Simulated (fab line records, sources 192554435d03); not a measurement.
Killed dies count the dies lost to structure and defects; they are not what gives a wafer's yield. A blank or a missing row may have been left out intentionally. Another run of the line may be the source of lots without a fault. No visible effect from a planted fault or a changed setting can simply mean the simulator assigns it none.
fab line records    flow n5Finfet    part 2 of 2: steps 25 to 31 of 31
record lots=5  wafers=15  lastDay=18
route steps=1938 shown MOL_CONTACT_COAG@582
lots with no fault: from the same line, run without faults
startH: the number of hours between the record's first day and the start of the first shown wafer of the lot    waitH: hours since the lot's step before    " unchanged from the row above    L1.1+2: several wafers, shown together as one row    - value missing, or start not given    * or withheld: withheld    < > ~ a bound
route shown NAME@n: a module of which the file shows steps, and the number in the route of the first    usual: mean/standard deviation taken from wafers without a fault    same: alike in all rows    chamber/n: place in a boat    sites: each site's reading    _std_site: standard deviation across them    _edge_site: outer sites' mean less inner sites'    radiusMm: for every site, how far away it sits from the centre of the wafer    mask NAME#n: copy n    behind: the most recent tool/chamber to have shaped the wafer    hold: the reason the lot was held/the length of the hold in hours/how it ended    device: the n, p or np transistor that did not switch    end of line: the route-end tests of the same wafers    a step without rows: its recipe alone    killed: not the wafer's yield, but the dies lost to structure and defects at the first sort    map: the dies of a wafer, with x for killed, . for not killed, _ for no die there
set.NAME: setting as actually run; set.NAME@STEP: the setting as run at that earlier step    model.NAME: the simulator's own value behind a step, which no gauge read
a table for each step, a row for each wafer; lots at some steps of the route
services: when a tool's chamber went out of use (startH, in hours from the record's first day, below 0 if earlier), for how many hours, and the reason
## steps
# step N5_MOL_CONTACT_COAG_ETCH_65
# recipe chemistry=N2/H2  target=underlayer  targetDepthA=130  maskMaterial=CAR-EUV  timeS=10.4  ionEnergyEv=200  pressureMtorr=30  sourceW=840  biasW=150  n2FlowSccm=200  h2FlowSccm=200  ends=cleared
# usual drypumpMotorCurrentA=5.8/0.42  etchRfOnTimeS=10.39/0.11  oesProductAu=0.63/0.046  rfVppV=524.4/1.7  showerheadPlenumPTorr=2.56/0.052  throttleValvePct=17.84/0.17
lot.wafer  tool        chamber  startH  waitH  drypumpMotorCurrentA  etchRfOnTimeS  oesProductAu  rfHoursCounterH  rfVppV  showerheadPlenumPTorr  throttleValvePct
L074.1     rieDiel-02  1        101.59  0.0    5.6                   10.26          0.64          147              523.0   2.55                   17.94
L074.2     "           3        "       "      5.8                   10.45          0.61          203              525.8   2.63                   18.05
L074.6     "           2        "       "      4.9                   10.21          0.65          -                525.0   2.55                   18.11
L082.1     rieDiel-05  3        157.88  0.0    5.5                   10.48          0.64          161              526.2   2.65                   17.79
L082.2     "           0        "       "      6.1                   10.41          0.64          122              524.7   2.55                   17.85
L082.4     "           1        "       "      6.3                   10.36          0.75          32               522.5   2.48                   17.39
L085.1     rieDiel-02  3        180.18  0.0    5.8                   10.46          0.60          226              526.3   2.62                   18.08
L085.2     "           2        "       "      4.9                   10.35          0.63          161              524.2   2.54                   18.12
L085.5     "           2        "       "      4.9                   10.34          0.63          -                524.6   2.54                   18.15
L087.1     rieDiel-04  3        191.48  0.0    5.3                   10.47          0.59          220              525.2   2.62                   18.06
L087.2     "           2        "       "      6.2                   10.32          0.63          187              522.9   2.52                   17.80
L087.5     "           3        "       "      5.3                   10.48          0.58          -                526.0   2.62                   18.06
L089.1     rieDiel-05  0        203.98  0.0    6.1                   10.29          0.64          139              521.0   2.55                   17.88
L089.3     "           2        "       "      5.7                   10.19          0.63          206              521.8   2.52                   17.68
L089.6     "           2        "       "      5.7                   10.32          0.62          -                523.1   2.52                   17.69
# step N5_MOL_CONTACT_COAG_ETCH_66
# recipe chemistry=CF4  target=SiARC  targetDepthA=130  maskMaterial=CAR-EUV  timeS=21.7  ionEnergyEv=80  pressureMtorr=40  sourceW=545  biasW=36  Ar_flow_sccm=100  cf4FlowSccm=100  ends=cleared
# usual drypumpMotorCurrentA=5.7/0.42  etchRfOnTimeS=21.70/0.24  oesProductAu=0.63/0.047  rfVppV=184.3/0.96  showerheadPlenumPTorr=2.16/0.041  throttleValvePct=15.62/0.14
lot.wafer  tool        chamber  startH  waitH  drypumpMotorCurrentA  etchRfOnTimeS  oesProductAu  rfHoursCounterH  rfVppV  showerheadPlenumPTorr  throttleValvePct
L074.1     rieDiel-02  1        101.61  0.0    5.7                   21.54          0.64          147              184.0   2.15                   15.68
L074.2     "           3        "       "      5.8                   21.60          0.61          203              186.2   2.20                   15.74
L074.6     "           2        "       "      4.9                   21.44          0.66          -                185.2   2.15                   15.79
L082.1     rieDiel-05  3        157.90  0.0    5.5                   21.66          0.64          161              185.1   2.22                   15.58
L082.2     "           0        "       "      6.1                   21.44          0.65          122              183.2   2.15                   15.62
L082.4     "           1        "       "      6.3                   21.48          0.75          32               183.1   2.10                   15.29
L085.1     rieDiel-02  3        180.20  0.0    5.8                   21.60          0.60          226              184.8   2.19                   15.78
L085.2     "           2        "       "      4.9                   21.39          0.64          161              185.5   2.14                   15.86
L085.5     "           2        "       "      4.9                   21.44          0.64          -                183.0   2.14                   15.83
L087.1     rieDiel-04  3        191.50  0.0    5.3                   21.90          0.58          220              185.2   2.21                   15.86
L087.2     "           2        "       "      6.2                   21.41          0.64          187              183.3   2.13                   15.63
L087.5     "           3        "       "      5.3                   21.88          0.58          -                182.8   2.21                   15.83
L089.1     rieDiel-05  0        204.00  0.0    6.1                   21.52          0.63          139              185.0   2.15                   15.66
L089.3     "           2        "       "      5.7                   21.42          0.62          206              183.6   2.12                   15.50
L089.6     "           2        "       "      5.7                   21.52          0.62          -                184.7   2.12                   15.49
# step N5_MOL_CONTACT_COAG_ALD_133
# recipe material=SiO2  targetThkA=50  tempC=100  aldPrecursorFamily=BDEAS  aldCoReactant=O2-plasma  pulseTimeS=1  coReactantPulseTimeS=1  purgeTimeS=2  coReactantPurgeTimeS=2  aldCycles=35  pressureTorr=2
# usual heaterPowerW=73/7.4  precursorPulseHeightRel=1.001/0.021
lot.wafer  tool       chamber  startH  waitH  heaterPowerW  precursorPulseHeightRel
L074.1     aldSin-01  0        101.69  0.1    84            1.021
L074.2     "          1        "       "      68            1.018
L074.6     "          1        "       "      69            1.024
L082.1     aldSin-04  0        158.62  0.7    64            0.977
L082.2     "          1        "       "      70            0.967
L082.4     "          2        "       "      68            1.007
L085.1     aldSin-01  1        180.48  0.3    70            1.003
L085.2     "          2        "       "      81            1.002
L085.5     "          2        "       "      80            0.989
L087.1     aldSin-04  3        191.58  0.1    72            0.998
L087.2     "          1        "       "      72            1.005
L087.5     "          3        "       "      70            1.006
L089.1     aldSin-02  0        204.09  0.1    74            1.028
L089.3     "          2        "       "      62            0.982
L089.6     "          3        "       "      71            0.993
# step N5_MOL_CONTACT_COAG_ETCHBACK_134
# recipe chemistry=CHF3  target=SiO2  targetDepthA=100  timeS=6.7  ionEnergyEv=200  pressureMtorr=30  sourceW=610  biasW=170  Ar_flow_sccm=200  CHF3_flow_sccm=50
# usual drypumpMotorCurrentA=5.8/0.44  oesProductAu=0.75/0.061  rfVppV=527/4.4  showerheadPlenumPTorr=2.40/0.043  throttleValvePct=18.73/0.16
# same timeS=6.7
lot.wafer  tool        chamber  startH  waitH  drypumpMotorCurrentA  oesProductAu  rfHoursCounterH  rfVppV  showerheadPlenumPTorr  throttleValvePct
L074.1     rieDiel-02  1        101.87  0.1    5.6                   0.75          147              531     2.39                   18.85
L074.2     "           2        "       "      4.9                   0.76          135              530     2.39                   18.90
L074.6     "           1        "       "      5.7                   0.75          -                532     2.39                   18.81
L082.1     rieDiel-02  3        158.93  0.2    5.8                   0.71          218              532     2.45                   18.85
L082.2     "           0        "       "      6.2                   0.87          51               529     2.41                   18.58
L082.4     "           1        "       "      5.7                   0.75          166              533     2.39                   18.86
L085.1     rieDiel-05  2        180.66  0.1    5.7                   0.73          199              524     2.37                   18.58
L085.2     "           0        "       "      6.1                   0.75          130              523     2.39                   18.74
L085.5     "           1        "       "      6.3                   0.86          -                528     2.33                   18.43
L087.1     rieDiel-05  0        191.76  0.1    6.1                   0.75          133              522     2.39                   18.76
L087.2     "           2        "       "      5.7                   0.73          202              524     2.37                   18.60
L087.5     "           3        "       "      5.5                   0.74          -                524     2.47                   18.67
L089.1     rieDiel-04  0        204.43  0.3    6.0                   0.67          233              524     2.35                   18.62
L089.3     "           3        "       "      5.3                   0.66          225              515     2.45                   18.93
L089.6     "           2        "       "      6.2                   0.72          -                526     2.36                   18.71
# step N5_MOL_CONTACT_COAG_ETCH_67
# recipe chemistry=N2/H2  target=SOC  targetDepthA=600  overetchA=210  maskMaterial=SiARC  tempC=40  timeS=101.2  ionEnergyEv=200  pressureMtorr=30  sourceW=840  biasW=150  n2FlowSccm=200  h2FlowSccm=200
# usual drypumpMotorCurrentA=5.8/0.44  oesProductAu=0.63/0.049  rfVppV=524.6/1.5  showerheadPlenumPTorr=2.56/0.049  throttleValvePct=17.83/0.19
# same timeS=101.2
lot.wafer  tool        chamber  startH  waitH  drypumpMotorCurrentA  oesProductAu  rfHoursCounterH  rfVppV  showerheadPlenumPTorr  throttleValvePct
L074.1     rieDiel-02  1        101.91  0.0    5.7                   0.63          147              525.0   2.55                   17.89
L074.2     "           2        "       "      4.9                   0.64          135              523.7   2.55                   18.06
L074.6     "           1        "       "      5.7                   0.63          -                524.1   2.55                   17.88
L082.1     rieDiel-02  3        158.97  0.0    5.8                   0.59          218              524.7   2.62                   18.04
L082.2     "           0        "       "      6.2                   0.72          51               525.3   2.58                   17.67
L082.4     "           1        "       "      5.7                   0.62          166              525.1   2.54                   17.92
L085.1     rieDiel-05  2        180.70  0.0    5.7                   0.60          199              524.1   2.52                   17.65
L085.2     "           0        "       "      6.1                   0.62          130              524.9   2.55                   17.82
L085.5     "           1        "       "      6.3                   0.71          -                523.0   2.48                   17.39
L087.1     rieDiel-05  0        191.79  0.0    6.1                   0.63          133              525.5   2.55                   17.82
L087.2     "           2        "       "      5.7                   0.60          202              522.9   2.52                   17.64
L087.5     "           3        "       "      5.5                   0.62          -                527.7   2.64                   17.77
L089.1     rieDiel-04  0        204.47  0.0    6.0                   0.56          233              523.9   2.51                   17.83
L089.3     "           3        "       "      5.3                   0.57          225              525.0   2.61                   18.03
L089.6     "           2        "       "      6.2                   0.62          -                523.3   2.52                   17.80
# step N5_MOL_CONTACT_COAG_STRIP_68
# recipe chemistry=N2/H2  tempC=40  n2FlowSccm=200  h2FlowSccm=200  rfFrequencyHz=6e+07
lot.wafer   tool        chamber  startH  waitH
L074.1+2+6  rieDiel-02  1,2,1    101.98  0.0
L082.1+2+4  rieDiel-02  3,0,1    159.04  0.0
L085.1+2+5  rieDiel-05  2,0,1    180.77  0.0
L087.1+2+5  rieDiel-05  0,2,3    191.86  0.0
L089.1+3+6  rieDiel-04  0,3,2    204.54  0.0
# step N5_MOL_CONTACT_COAG_STRIP_69
# recipe chemistry=N2/H2  tempC=40  n2FlowSccm=200  h2FlowSccm=200  rfFrequencyHz=6e+07
lot.wafer   tool        chamber  startH  waitH
L074.1+2+6  rieDiel-02  1,2,1    101.99  0.0
L082.1+2+4  rieDiel-02  3,0,1    159.05  0.0
L085.1+2+5  rieDiel-05  2,0,1    180.78  0.0
L087.1+2+5  rieDiel-05  0,2,3    191.87  0.0
L089.1+3+6  rieDiel-04  0,3,2    204.55  0.0
## services
tool            chamber  startH  hours  kind
euvScanner-02   -        82.35   1.0    pm
aldSin-04       -        85.25   14.0   pm
rieDiel-02      -        91.19   4.7    repair
aldSin-01       -        102.83  2.8    pm
euvScanner-01   -        104.83  1.0    pm
euvScanner-01   -        106.59  72.0   pm
aldSin-04       -        113.38  14.6   pm
plasmaAsher-01  -        117.74  3.1    repair
aldSin-01       -        119.33  4.3    pm
aldSin-04       -        133.53  6.0    pm
rieDiel-04      1        137.43  26.9   repair
rieDiel-04      -        140.31  15.6   pm
lithoTrack-01   -        143.10  -      consumableReplace:filter
aldSin-01       -        143.33  14.6   pm
wetBench-02     -        146.95  1.4    repair
plasmaAsher-02  -        150.58  0.7    repair
wetBench-01     -        155.22  1.3    repair
euvScanner-02   -        158.67  0.8    repair
euvScanner-02   -        166.62  0.1    repair
euvScanner-02   -        178.59  1.0    pm
euvScanner-01   -        179.60  4.6    pm
euvScanner-02   -        185.21  4.6    pm
rieDiel-02      -        187.57  0.5    repair
euvScanner-02   -        194.62  1.0    pm
